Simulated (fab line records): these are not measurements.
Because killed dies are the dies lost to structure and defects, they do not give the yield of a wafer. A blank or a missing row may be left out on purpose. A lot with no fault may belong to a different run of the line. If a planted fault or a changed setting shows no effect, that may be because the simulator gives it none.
fab line records	flow n5_finfet
[record] lots = 5	wafers = 13	last_day = 17
route steps=1938 shown BEOL_M9@1437 BEOL_M10@1470 BEOL_M15@1830 PASSIVATION@1936
lots untouched by any fault: they come from a run of this same line in which no faults occurred
start_h: the number of hours between the record's first day and the start of the first shown wafer of the lot	wait_h: hours since the lot's step before	" same as the row above	L1.1+2: several wafers, shown together as one row	- value missing, or start not given	* or withheld: withheld	< > ~ a bound
route shown NAME@n: a module of which the file shows steps, and the number in the route of the first	usual: average and standard deviation across the fault-free wafers	same: alike in all rows	chamber/n: place in a boat	sites: readings site by site	_std_site: their standard deviation	_edge_site: mean of outer sites minus mean of inner sites	radius_mm: for every site, how far away it sits from the centre of the wafer	mask NAME#n: copy n	behind: the most recent tool/chamber to have shaped the wafer	hold: why the lot was held/for how many hours/how that ended	device: the transistor (n, p or np) that didn't switch	end of line: tests run on the same wafers once the route is complete	a step with no rows: only its recipe	killed: dies lost to structure and defects at the first sort, not the wafer's yield	map: per-die view of a wafer (x killed, . not killed, _ where there is no die)
set.NAME: setting as actually run; set.NAME@STEP: the setting as run at that earlier step	model.NAME: the simulator's own value behind a step, which no gauge read
a table for each step, a row for each wafer; lots at some steps of the route
services: when a tool's chamber went out of use (start_h, in hours from the record's first day, below 0 if earlier), for how many hours, and the reason
[[steps]]
[step N5_BEOL_M9_DESCUM_33]
[recipe] chemistry = O2	time_s = 7	source_power_w = 50	bias_power_w = 20	pressure_mtorr = 20	rf_frequency_hz = 2.712e+07	temp_c = 40	resist = CAR-EUV	o2_flow_sccm = 225
[step N5_BEOL_M9_ETCH_76]
[recipe] chemistry = N2/H2	target = underlayer	target_depth_a = 65	mask_material = CAR-EUV	time_s = 5.2	ion_energy_ev = 200	pressure_mtorr = 30	source_w = 840	bias_w = 150	n2_flow_sccm = 200	h2_flow_sccm = 200	ends = cleared
[step N5_BEOL_M9_ETCH_65]
[recipe] chemistry = CF4	target = SiARC	target_depth_a = 156	mask_material = CAR-EUV	time_s = 26	ion_energy_ev = 80	pressure_mtorr = 40	source_w = 545	bias_w = 36	Ar_flow_sccm = 100	cf4_flow_sccm = 100	ends = cleared
[step N5_BEOL_M9_ETCH_66]
[recipe] chemistry = N2/H2	target = SOC	target_depth_a = 800	overetch_a = 160	mask_material = SiARC	temp_c = 40	time_s = 120	ion_energy_ev = 200	pressure_mtorr = 30	source_w = 840	bias_w = 150	n2_flow_sccm = 200	h2_flow_sccm = 200
[step N5_BEOL_M9_STRIP_69]
[recipe] chemistry = N2/H2	temp_c = 40	n2_flow_sccm = 200	h2_flow_sccm = 200	rf_frequency_hz = 6e+07
[step N5_BEOL_M9_STRIP_77]
[recipe] chemistry = N2/H2	temp_c = 40	n2_flow_sccm = 200	h2_flow_sccm = 200	rf_frequency_hz = 6e+07
[step N5_BEOL_M9_VIA_ETCH_34]
[recipe] chemistry = C4F6/O2	target = SiCOH_lowk	target_depth_a = 1824	mask_material = SOC	taper_deg = 4	time_s = 68.4	ion_energy_ev = 250	pressure_mtorr = 30	source_w = 345	bias_w = 185	Ar_flow_sccm = 300	C4F6_flow_sccm = 10	O2_flow_sccm = 10
[step N5_BEOL_M9_STRIP_73]
[recipe] chemistry = C4F6/O2	resist = SiARC	rf_frequency_hz = 6e+07
[step N5_BEOL_M9_STRIP_36]
[recipe] chemistry = N2/H2	power_w = 450	temp_c = 40	pressure_mtorr = 20	rf_frequency_hz = 6e+07	overash_fraction = 0.3	bias_power_w = 7	h2_frac = 0.5	n2_flow_sccm = 200	h2_flow_sccm = 200
[step N5_BEOL_M9_TRENCH_ETCH_37]
[recipe] chemistry = C4F6/O2	target_depth_a = 1514.3	target = SiCOH_lowk	time_s = 49	ion_energy_ev = 250	pressure_mtorr = 30	source_w = 345	bias_w = 185	Ar_flow_sccm = 300	C4F6_flow_sccm = 10	O2_flow_sccm = 10
[usual] drypump_motor_current_A = 6.0/0.42	oes_product_au = 0.80/0.084	rf_vpp_V = 666/7.6	showerhead_plenum_p_Torr = 2.81/0.095	throttle_valve_pct = 20.99/0.16
lot.wafer	tool	chamber	start_h	wait_h	drypump_motor_current_A	oes_product_au	rf_hours_counter_h	rf_vpp_V	showerhead_plenum_p_Torr	throttle_valve_pct	model.etch.depth_nm	model.BEOL_M9.feature_depth_nm	model.TiN_of_BEOL_M9_HM_DEP_02.thk_nm
L208.2	rie_diel-01	0	244.78	-	5.9	0.76	153	655	2.84	21.01	151.2	151.2	16
L208.4	"	1	"	"	6.3	0.87	55	661	2.77	21.07	155.8	155.8	15.8
L208.6	"	3	"	"	6.0	0.72	-	657	2.83	21.02	153	153	16
L219.2	rie_diel-01	3	306.64	-	6.0	0.70	216	656	2.82	21.05	150.4	150.4	16
L219.4	"	0	"	"	5.9	0.60	175	655	2.83	20.99	105.9	105.8	17.2
L220.2	rie_diel-01	1	319.19	-	6.3	0.84	80	660	2.76	21.10	154.8	154.8	15.6
L220.6	"	2	"	"	5.5	0.72	-	675	2.89	21.02	108.3	108.4	16.8
L222.3	rie_diel-01	0	322.46	-	5.9	0.73	180	656	2.83	21.03	148.6	148.6	16
L222.5	"	0	"	"	5.9	0.73	-	656	2.83	21.04	147.6	147.6	16
L222.6	"	3	"	"	6.0	0.57	-	655	2.82	20.99	105.5	105.4	16.8
L227.1	rie_diel-03	1	347.25	-	6.2	0.73	180	662	2.61	20.90	148.4	148.4	15.8
L227.5	"	2	"	"	5.9	0.95	-	673	2.81	21.02	151.8	151.8	15.6
L227.6	"	1	"	"	6.2	0.74	-	660	2.61	20.89	149.2	149.2	15.8
[step N5_BEOL_M9_ETCH_41]
[recipe] chemistry = CH3F/O2	target = SiCN	target_depth_a = 366	taper_deg = 2	time_s = 70.1	ion_energy_ev = 120	mask_material = TiN	pressure_mtorr = 30	source_w = 395	bias_w = 75	Ar_flow_sccm = 150	CH3F_flow_sccm = 30	O2_flow_sccm = 20
[step N5_BEOL_M9_STRIP_80]
[recipe] chemistry = N2/H2	time_s = 10	power_w = 450	temp_c = 40	pressure_mtorr = 20	rf_frequency_hz = 6e+07	bias_power_w = 7	n2_flow_sccm = 200	h2_flow_sccm = 200
[step N5_BEOL_M9_OCD_MEAS_38]
[usual] trench_depth_nm = 151.3/2.1
lot.wafer	tool	chamber	start_h	wait_h	trench_depth_nm
L208.2	ocd-02	-	244.95	-	151.1
L208.4	"	-	"	"	155.5
L208.6	"	-	"	"	152.7
L219.2	ocd-02	-	306.81	-	150.3
L219.4	"	-	"	"	106.2
L220.2	ocd-01	-	319.37	-	154.9
L220.6	"	-	"	"	108.4
L222.3	ocd-02	-	322.63	-	148.6
L222.5	"	-	"	"	147.7
L222.6	"	-	"	"	105.8
L227.1	ocd-01	-	347.42	-	147.8
L227.5	"	-	"	"	151.5
L227.6	"	-	"	"	149.4
[step N5_BEOL_M9_HM_STRIP_39]
[recipe] chemistry = peroxide_tin_strip	material = TiN	target_depth_a = 250	temp_c = 50	time_s = 158
[step N5_BEOL_M9_SRD_40]
[recipe] time_s = 30	temp_c = 23	rinse_liquid = diw	dry = ipa_marangoni
[step N5_BEOL_M9_PRECLEAN_42]
[recipe] chemistry = residue_remover	time_s = 60	temp_c = 40
[step N5_BEOL_M9_SRD_43]
[recipe] time_s = 30	temp_c = 23	rinse_liquid = diw	dry = ipa_marangoni
[step N5_BEOL_M9_CURE_72]
[recipe] temp_c = 370	time_s = 120	ambient = DMADMS/He	material = SiCOH_lowk
[step N5_BEOL_M9_DEGAS_44]
[recipe] ambient = vacuum	temp_c = 250	time_s = 60
[step N5_BEOL_M9_PRE_CLEAN_45]
[recipe] gas = H2/He	time_s = 30	temp_c = 250
[step N5_BEOL_M9_ALD_74]
[recipe] material = TaN	target_thk_a = 20	temp_c = 275	ald_precursor_family = PDMAT	ald_co_reactant = NH3	pressure_torr = 3	carrier_flow_sccm = 1500	pulse_time_s = 2	purge_time_s = 3	co_reactant_purge_time_s = 2	co_reactant_pulse_time_s = 3	ald_cycles = 40	precursor_vessel_temp_c = 75	precursor_vessel_pressure_torr = 26.25	precursor_vessel_carrier_sccm = 1000
[step N5_BEOL_M9_SURFACE_TREAT_79]
[recipe] gas = Ar	time_s = *	ion_energy_ev = *	ion_current_ma_cm2 = 0.5	pressure_mtorr = *	ar_flow_sccm = 30
[step N5_BEOL_M9_CVD_78]
[recipe] material = Co	target_thk_a = 20	temp_c = withheld	precursor = CCTBA/H2	pressure_torr = 30	time_s = 138.9
[step N5_BEOL_M9_SPUTTER_48]
[recipe] material = Cu	target_thk_a = 120	temp_c = -20	bias_v = 60	power_w = 26000	chamber_pressure_pa = 0.13	time_s = 2
[step N5_BEOL_M9_ECD_50]
[recipe] material = Cu	target_thk_a = 3180
[step N5_BEOL_M9_ANNEAL_51]
[recipe] temp_c = 225	time_s = 90	ambient = N2
[step N5_BEOL_M9_CMP_52]
[recipe] stop_on = SiCOH_lowk	t_overpolish_s = 7	down_force_psi = 1	platen_rpm = 50	clearing_platen_down_force_psi = 1.5	clearing_platen_rpm = 50	post_cmp_clean = cu_alkaline	target_thk_nm = 140	clearing_platen_pad_velocity_m_s = 0.99484	pad_velocity_m_s = 0.99484
[usual] motor_current_A = 6.0/0.52
lot.wafer	tool	chamber	start_h	wait_h	motor_current_A	model.Cu_of_BEOL_M9_ECD_50.thk_nm
L208.2	cmp-03	2	247.53	0.2	5.7	141
L208.4	"	3	"	"	5.8	144.4
L208.6	"	3	"	"	6.1	142
L219.2	cmp-04	3	309.70	0.2	6.0	142
L219.4	"	2	"	"	5.9	97.2
L220.2	cmp-03	1	321.28	0.3	6.8	143
L220.6	"	1	"	"	7.2	96.6
L222.3	cmp-04	0	324.34	0.2	5.2	138.2
L222.6	"	0	"	"	5.1	95.2
L222.5	"	1	"	"	6.3	137.8
L227.1	cmp-04	2	349.70	0.5	6.0	138.6
L227.5	"	2	"	"	5.9	140.4
L227.6	"	3	"	"	6.2	137.8
[step N5_BEOL_M9_THK_MEAS_53]
[recipe] thk_meas_gauge = xrf	reads = Cu_of_BEOL_M9_ECD_50
[usual] M9_THK = 138.5/2.8
lot.wafer	tool	chamber	start_h	wait_h	M9_THK[nm]
L208.2	film_metro-01	-	247.82	-	140.3
L208.4	"	-	"	"	143.6
L208.6	"	-	"	"	141.1
L219.2	film_metro-01	-	309.99	-	142.4
L219.4	"	-	"	"	97.2
L220.2	film_metro-01	-	321.54	-	140.0
L220.6	"	-	"	"	94.8
L222.3	film_metro-02	-	324.63	-	136.0
L222.5	"	-	"	"	135.0
L222.6	"	-	"	"	93.5
L227.1	film_metro-01	-	349.99	-	138.0
L227.5	"	-	"	"	140.0
L227.6	"	-	"	"	138.1
[step N5_BEOL_M9_PRE_CLEAN_55]
[recipe] gas = NH3	time_s = 15	temp_c = withheld	rf_power_w = 300
[step N5_BEOL_M9_DEP_56]
[recipe] material = SiCN	target_thk_a = 150	temp_c = withheld	precursor = 3MS/NH3	pressure_torr = 3	rf_w = 202	time_s = 26.5
[step N5_BEOL_M9_RS_MEAS_57]
[recipe] thk_meas_gauge = four-point-probe	reads = Cu_of_BEOL_M9_ECD_50+Co_of_BEOL_M9_CVD_78+TaN_of_BEOL_M9_ALD_74
[usual] M9_RS = 0.1506/0.0028
lot.wafer	tool	chamber	start_h	wait_h	M9_RS[ohm/sq]
L208.2	film_metro-02	-	247.96	0.1	0.1496
L208.4	"	-	"	"	0.1464
L208.6	"	-	"	"	0.1485
L219.2	film_metro-02	-	310.13	0.1	0.1487
L219.4	"	-	"	"	0.2270
L220.2	film_metro-02	-	321.67	0.1	0.1474
L220.6	"	-	"	"	0.2294
L222.3	film_metro-01	-	324.77	0.1	0.1529
L222.5	"	-	"	"	0.1542
L222.6	"	-	"	"	0.2335
L227.1	film_metro-01	-	350.13	0.1	0.1527
L227.5	"	-	"	"	0.1507
L227.6	"	-	"	"	0.1538
[step N5_BEOL_M10_ILD_DEP_00]
[recipe] material = SiCOH_lowk	target_thk_a = 3085.1	temp_c = 300	precursor = DEMS/porogen	pressure_torr = 5	rf_w = 500	time_s = 58
[step N5_BEOL_M10_CURE_71]
[recipe] temp_c = 385	time_s = 240	ambient = He/Ar	material = SiCOH_lowk
[step N5_BEOL_M10_PECVD_70]
[recipe] material = SiO2	target_thk_a = 200	temp_c = 400	precursor = TEOS/O2	pressure_torr = 5.5	rf_w = 450	teos_flow_sccm = 53.8	gas = O2	flow_sccm = 3000	time_s = 22.7
[step N5_BEOL_M10_HM_DEP_02]
[recipe] material = TiN	target_thk_a = 200	temp_c = 25	chamber_pressure_pa = 0.49996
[step N5_BEOL_M10_COAT_59]
[recipe] resist = SOC	temp_c = 250	time_s = 60	spin_rpm = 1500	resist_thk_nm = 100
[step N5_BEOL_M15_RC_MEAS_101]
[usual] COMB_M10 = 1.5e-11/3.3e-12	COMB_M11 = 1.5e-11/3.1e-12	COMB_M12 = 6.4e-12/1.4e-12	COMB_M12_max_site = 8.9e-12/2e-12	COMB_M13 = 4.8e-12/9.8e-13	COMB_M14 = 3.7e-12/8.6e-13	COMB_M15 = 2.7e-12/6.9e-13	COMB_M5 = 3.7e-11/8.1e-12	COMB_M6 = 2.6e-11/5.1e-12	COMB_M6_max_site = 3.8e-11/9.1e-12	COMB_M7 = 2.5e-11/5e-12	COMB_M8 = 2.6e-11/5.1e-12	SERP_M10 = 3.07/0.072	SERP_M11 = 3.06/0.063	SERP_M12 = 0.640/0.013	SERP_M12_max_site = 0.653/0.014	SERP_M13 = 0.310/0.005	SERP_M14 = 0.1605/0.0027	SERP_M5 = 38.8/1.2	SERP_M6 = 13.7/0.36	SERP_M7 = 13.9/0.49	SERP_M8 = 13.7/0.47	SERP_M9 = 3.05/0.068	SERP_M9_max_site = 3.14/0.075
lot.wafer	tool	chamber	start_h	wait_h	COMB_M10[S/m]	COMB_M11[S/m]	COMB_M12[S/m]	COMB_M12_max_site[S/m]	COMB_M13[S/m]	COMB_M14[S/m]	COMB_M15[S/m]	COMB_M5[S/m]	COMB_M6[S/m]	COMB_M6_max_site[S/m]	COMB_M7[S/m]	COMB_M8[S/m]	SERP_M10[ohm/um]	SERP_M11[ohm/um]	SERP_M12[ohm/um]	SERP_M12_max_site[ohm/um]	SERP_M13[ohm/um]	SERP_M14[ohm/um]	SERP_M5[ohm/um]	SERP_M6[ohm/um]	SERP_M7[ohm/um]	SERP_M8[ohm/um]	SERP_M9[ohm/um]	SERP_M9_max_site[ohm/um]
L208.2	prober-01	0	294.94	0.2	1e-11	9e-12	5.9e-12	7.9e-12	4.2e-12	5.5e-12	2.8e-12	2.8e-11	2.5e-11	3.3e-11	2.8e-11	3.1e-11	3.03	3.04	0.655	0.670	0.311	0.1612	38.4	14.1	14.2	14.0	3.03	3.10
L208.4	"	0	"	"	1e-11	1.4e-11	6.2e-12	1.03e-11	5.1e-12	4e-12	2.6e-12	3.2e-11	2.5e-11	3.3e-11	3.5e-11	2.6e-11	3.17	3.01	0.631	0.646	0.309	0.1606	38.5	14.1	14.2	14.1	2.94	3.07
L208.6	"	0	"	"	1.1e-11	1.3e-11	8.4e-12	1.5e-11	3.8e-12	3.7e-12	2.7e-12	3.6e-11	2.9e-11	4e-11	2.6e-11	2.1e-11	3.18	3.11	0.634	0.647	0.306	0.1587	39.8	14.1	14.9	14.1	2.99	3.09
L219.2	prober-02	0	348.56	0.2	1.4e-11	1.4e-11	7.1e-12	7.8e-12	3.4e-12	3.7e-12	2.4e-12	5.8e-11	1.9e-11	2.8e-11	2.1e-11	2.5e-11	2.98	3.15	0.640	0.652	0.308	0.1631	38.5	13.9	14.1	13.2	3.05	3.11
L219.4	"	0	"	"	1.3e-11	1.5e-11	6.5e-12	8.8e-12	6e-12	3.3e-12	3.3e-12	4.8e-11	2.5e-11	3.9e-11	1.9e-11	2.4e-11	3.06	3.07	0.637	0.652	0.312	0.1608	38.6	13.9	14.3	13.8	4.59	4.70
L220.2	prober-02	0	367.62	0.9	1.3e-11	1.8e-11	6.2e-12	9.3e-12	4.4e-12	3.9e-12	3.4e-12	3.3e-11	2.1e-11	4.1e-11	2.5e-11	2.7e-11	3.11	3.04	0.658	0.679	0.308	0.1626	38.6	12.9	13.6	13.5	2.92	3.07
L220.6	"	0	"	"	1.1e-11	1.3e-11	8.3e-12	1.11e-11	5.1e-12	4.6e-12	2.6e-12	2.8e-11	3.1e-11	4.3e-11	3.1e-11	2.7e-11	3.23	3.05	0.650	0.658	0.309	0.1620	36.9	13.4	14.2	13.4	4.56	4.71
L222.3	prober-01	0	368.30	0.3	1.5e-11	1.5e-11	6.4e-12	8.1e-12	4.4e-12	1.8e-12	1.7e-12	3e-11	2.8e-11	4.5e-11	2.3e-11	2.6e-11	3.09	3.07	0.662	0.678	0.312	0.1604	39.3	14.0	13.1	13.8	3.10	3.17
L222.5	"	0	"	"	1e-11	1.8e-11	4.3e-12	6.9e-12	4e-12	3.1e-12	2.1e-12	3.1e-11	2.3e-11	3e-11	1.8e-11	2.2e-11	3.04	3.04	0.666	0.670	0.304	0.1562	37.9	13.7	13.8	14.3	3.11	3.16
L222.6	"	0	"	"	1.1e-11	1.6e-11	5.5e-12	7.2e-12	4.4e-12	4.3e-12	2.6e-12	3.3e-11	3.3e-11	4e-11	1.8e-11	2.5e-11	3.09	2.97	0.653	0.675	0.309	0.1609	39.4	14.3	14.0	14.3	4.67	4.80
L227.1	prober-01	0	391.74	0.0	1.4e-11	1.9e-11	8e-12	1.31e-11	4.8e-12	2.1e-12	2.4e-12	3.5e-11	1.8e-11	2.5e-11	2.3e-11	2e-11	3.13	3.17	0.653	0.666	0.317	0.1601	40.8	13.2	14.6	12.8	3.09	3.19
L227.5	"	0	"	"	1.3e-11	1.5e-11	5.7e-12	6.5e-12	5.7e-12	2.5e-12	2.2e-12	5.1e-11	2.9e-11	4e-11	2.1e-11	2e-11	3.01	3.17	0.637	0.647	0.311	0.1594	40.7	13.0	15.0	13.4	3.08	3.13
L227.6	"	0	"	"	1.3e-11	1.3e-11	6.3e-12	1.06e-11	4.7e-12	2.6e-12	2.1e-12	4.6e-11	2.5e-11	3.7e-11	2.1e-11	2.2e-11	3.13	3.07	0.652	0.662	0.319	0.1606	40.5	13.6	14.7	13.5	3.14	3.25
// sites SERP_M9 radius_mm=0,75,75,75,75,140,140,140,140
L208.2 3.07 3.03 3.04 3.10 3.05 2.92 2.93 2.97 2.92
L219.2 3.05 3.06 3.11 3.05 3.11 2.98 3.04 3.01 3.03
L220.2 2.89 2.94 2.89 2.91 2.96 3.07 2.90 2.92 3.04
L222.3 3.16 3.14 3.17 3.14 3.10 3.04 3.08 3.07 3.03
L227.1 3.05 3.08 3.11 3.07 3.09 3.07 3.19 3.10 3.17
[step N5_PASSIVATION_PROBE_49]
[usual] defect_limited_yield = 91.3/1.4	killed_at_M0_to_M3 = 33/10	killed_at_M4_up = 15/6.1	killed_at_contacts = 12/6.7	killed_at_front_end = 39/11	killed_at_other = 4/3.3	killed_dies = 103/16	killed_on_rim = 14/4	killed_open = 68/12	killed_short = 34/7.2	sort_bin_5_function = 5.1/0.88	sort_bin_6_memory = 3.3/0.67	sort_bin_8_speed = 0/0	sort_n_pass = 1077/16
[same] gross_dies = 1180	killed_at_back_side = 0	sort_bin_4_leakage[%] = 0
lot.wafer	tool	chamber	start_h	wait_h	defect_limited_yield[%]	killed_at_M0_to_M3	killed_at_M4_up	killed_at_contacts	killed_at_front_end	killed_at_other	killed_dies	killed_on_rim	killed_open	killed_short	sort_bin_5_function[%]	sort_bin_6_memory[%]	sort_bin_8_speed[%]	sort_n_pass
L208.2	prober-02	-	317.00	0.1	92.2	23	5	13	47	4	92	9	65	27	4.7	2.9	0	1088
L208.4	prober-02	-	317.10	0.2	90.9	32	9	4	55	7	107	15	71	36	4.7	4.1	0	1073
L208.6	prober-02	-	317.20	0.3	92.7	14	13	7	47	5	86	10	54	32	4.2	2.9	0	1094
L219.2	prober-02	-	362.83	0.1	91.9	34	18	12	30	2	96	18	72	24	4.9	3.0	0	1084
L219.4	prober-02	-	362.93	0.2	90.8	29	25	21	30	3	108	12	73	33	4.8	3.6	0.17	1072
L220.2	prober-01	-	389.14	0.1	90.7	49	10	12	30	9	110	16	71	38	5.5	3.5	0	1070
L220.6	prober-01	-	389.34	0.3	90.3	41	30	8	30	5	114	21	77	33	5.6	3.7	0.17	1066
L222.3	prober-02	-	389.73	0.1	92.6	36	9	3	37	2	87	15	55	30	4.8	2.1	0	1093
L222.5	prober-02	-	389.83	0.2	91.8	27	8	29	28	5	97	13	59	37	5.3	2.3	0	1083
L222.6	prober-02	-	389.88	0.3	89.5	52	16	10	43	3	124	16	74	47	6.6	3.1	0.08	1056
L227.1	prober-01	-	404.99	0.0	93.6	21	15	6	21	13	76	12	44	29	3.2	3.1	0	1104
L227.5	prober-01	-	405.19	0.2	91.6	35	23	4	29	8	99	15	75	23	5.1	3.2	0	1081
L227.6	prober-01	-	405.24	0.3	91.5	35	17	23	22	3	100	15	68	30	4.9	3.2	0	1080
// killed by level:class
L208.2 FIN_SAQP:geometric_particle:open=14 MOL_CONTACT_COAG:geometric_particle:open=12 FIN_SAQP:geometric_particle:short=10 DUMMY_GATE:geometric_particle:open=8 BEOL_M2:geometric_particle:open=7 BEOL_M1:geometric_particle:open=6 STARTING-WAFER:geometric_particle:open=5 BEOL_M4:geometric_particle:open=3
L208.4 FIN_SAQP:geometric_particle:open=19 BEOL_M1:geometric_particle:open=12 FIN_SAQP:geometric_particle:short=6 SPACER0:geometric_particle:short=4 ILD0:geometric_particle:short=4 STARTING-WAFER:geometric_particle:short=4 BEOL_M0:geometric_particle:open=4 BEOL_M2:geometric_particle:open=4
L208.6 FIN_SAQP:geometric_particle:open=12 FIN_SAQP:geometric_particle:short=9 BEOL_M4:geometric_particle:open=6 DUMMY_GATE:geometric_particle:open=5 GATE_CUT:geometric_particle:short=5 MOL_CONTACT_COAG:geometric_particle:open=5 STI_FIN_REVEAL:geometric_particle:open=4 STARTING-WAFER:geometric_particle:short=4
L219.2 BEOL_M4:geometric_particle:open=13 MOL_CONTACT_COAG:geometric_particle:open=11 BEOL_M1:geometric_particle:open=8 FIN_SAQP:geometric_particle:short=7 BEOL_M2:geometric_particle:open=7 STI_FIN_REVEAL:geometric_particle:open=5 BEOL_M0_SAQP:geometric_particle:open=5 BEOL_M0_SAQP:geometric_particle:short=5
L219.4 MOL_CONTACT_COAG:geometric_particle:open=14 BEOL_M1:geometric_particle:open=12 BEOL_M4:geometric_particle:open=12 DUMMY_GATE:geometric_particle:open=9 MOL_CONTACT_COAG:geometric_particle:short=7 BEOL_M2:geometric_particle:open=7 FIN_SAQP:geometric_particle:short=5 STI_FIN_REVEAL:geometric_particle:open=4
L220.2 BEOL_M0_SAQP:geometric_particle:open=17 MOL_CONTACT_COAG:geometric_particle:open=10 BEOL_M0_SAQP:geometric_particle:short=9 STI_FIN_REVEAL:geometric_particle:open=8 BEOL_M3:geometric_particle:open=8 FIN_SAQP:geometric_particle:short=5 BEOL_M4:geometric_particle:open=4 BEOL_M2:geometric_particle:open=4
L220.6 BEOL_M4:geometric_particle:open=13 BEOL_M2:geometric_particle:open=11 BEOL_M3:geometric_particle:open=8 STI_FIN_REVEAL:geometric_particle:open=7 MOL_CONTACT_COAG:geometric_particle:open=7 BEOL_M0_SAQP:geometric_particle:open=7 GATE_CUT:geometric_particle:short=5 BEOL_M3:geometric_particle:short=5
L222.3 BEOL_M0_SAQP:geometric_particle:open=13 BEOL_M0_SAQP:geometric_particle:short=11 FIN_SAQP:geometric_particle:short=10 STI_FIN_REVEAL:geometric_particle:open=9 FIN_SAQP:geometric_particle:open=6 BEOL_M1:geometric_particle:open=4 BEOL_M2:geometric_particle:open=4 BEOL_M3:geometric_particle:open=3
L222.5 MOL_CONTACT_COAG:geometric_particle:open=24 BEOL_M0_SAQP:geometric_particle:short=10 FIN_SAQP:geometric_particle:short=8 STI_FIN_REVEAL:geometric_particle:open=6 MOL_CONTACT_COAG:geometric_particle:short=5 BEOL_M0_SAQP:geometric_particle:open=5 FIN_SAQP:geometric_particle:open=4 DUMMY_GATE:geometric_particle:open=3
L222.6 STI_FIN_REVEAL:geometric_particle:open=13 BEOL_M0_SAQP:geometric_particle:short=13 FIN_SAQP:geometric_particle:short=10 BEOL_M3:geometric_particle:open=9 MOL_CONTACT_COAG:geometric_particle:open=8 BEOL_M0_SAQP:geometric_particle:open=8 BEOL_M1:geometric_particle:open=8 BEOL_M4:geometric_particle:open=7
L227.1 MOL_CONTACT_COAG:geometric_particle:open=6 BEOL_M0_SAQP:geometric_particle:open=6 BEOL_M3:geometric_particle:open=6 BEOL_M0_SAQP:geometric_particle:short=5 FIN_SAQP:geometric_particle:open=4 BEOL_M5:geometric_particle:open=4 PAD_METAL:geometric_particle:short=4 STARTING-WAFER:geometric_particle:short=4
L227.5 BEOL_M4:geometric_particle:open=16 BEOL_M2:geometric_particle:open=12 BEOL_M0_SAQP:geometric_particle:open=7 BEOL_M3:geometric_particle:open=7 FIN_SAQP:geometric_particle:short=5 FIN_SAQP:geometric_particle:open=5 GATE_CUT:geometric_particle:short=5 BEOL_M1:geometric_particle:open=4
L227.6 MOL_CONTACT_COAG:geometric_particle:open=18 BEOL_M4:geometric_particle:open=8 BEOL_M2:geometric_particle:open=8 BEOL_M0_SAQP:geometric_particle:open=6 BEOL_M3:geometric_particle:open=6 MOL_CONTACT_COAG:geometric_particle:short=5 BEOL_M0_SAQP:geometric_particle:short=5 DUMMY_GATE:geometric_particle:open=4
[[services]]
tool	chamber	start_h	hours	kind
cmp-03	-	229.51	4.0	pm
rie_diel-01	3	229.61	8.4	repair
cmp-03	-	233.51	-	consumable_replace:conditioner
cmp-03	-	233.51	-	consumable_replace:pad
rie_diel-03	2	257.83	5.3	repair
cmp-04	-	275.63	4.0	pm
cmp-03	-	279.06	0.5	repair
cmp-04	-	279.63	-	consumable_replace:conditioner
cmp-04	-	279.63	-	consumable_replace:pad
cmp-04	-	286.66	4.5	repair
rie_diel-03	2	297.32	-	clean
rie_diel-03	2	297.32	-	consumable_replace:focus_ring
rie_diel-03	2	297.32	15.2	scheduled_down
rie_diel-03	2	297.32	15.2	vent_cycle
rie_diel-03	3	305.87	4.8	repair
cmp-04	-	335.96	8.2	pm
cmp-03	-	344.57	0.5	repair
[[key]]
[first_sign] step = N5_BEOL_M9_OCD_MEAS_38	reading = trench_depth_nm	direction = down	sigmas = 21	usual = 151.3	struck = 106.8
[effect] step = N5_BEOL_M9_THK_MEAS_53	reading = M9_THK	direction = down	sigmas = 15	usual = 138.5	struck = 95.2
[effect] step = N5_BEOL_M9_RS_MEAS_57	reading = M9_RS	direction = up	sigmas = 29	usual = 0.1506	struck = 0.2300
[effect] step = N5_BEOL_M15_RC_MEAS_101	reading = SERP_M9	direction = up	sigmas = 23	usual = 3.05	struck = 4.60
[model_effect] step = N5_BEOL_M9_TRENCH_ETCH_37	value = etch.depth_nm	without = 151	struck = 106.6
[model_effect] step = N5_BEOL_M9_CMP_52	value = Cu_of_BEOL_M9_ECD_50.thk_nm	without = 140.8	struck = 96.33
met_at N5_BEOL_M9_TRENCH_ETCH_37
struck_wafers L219.4,L220.6,L222.6
onset_between 244.78 306.64
[fault] kind = process_parameter_drift	tool = rie_diel-01	chamber = -	onset_h = 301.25	steps = N5_BEOL_M9_TRENCH_ETCH_37	channel = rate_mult	offset = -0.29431	shape = step	end_h = 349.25	scope = struck_wafers_only
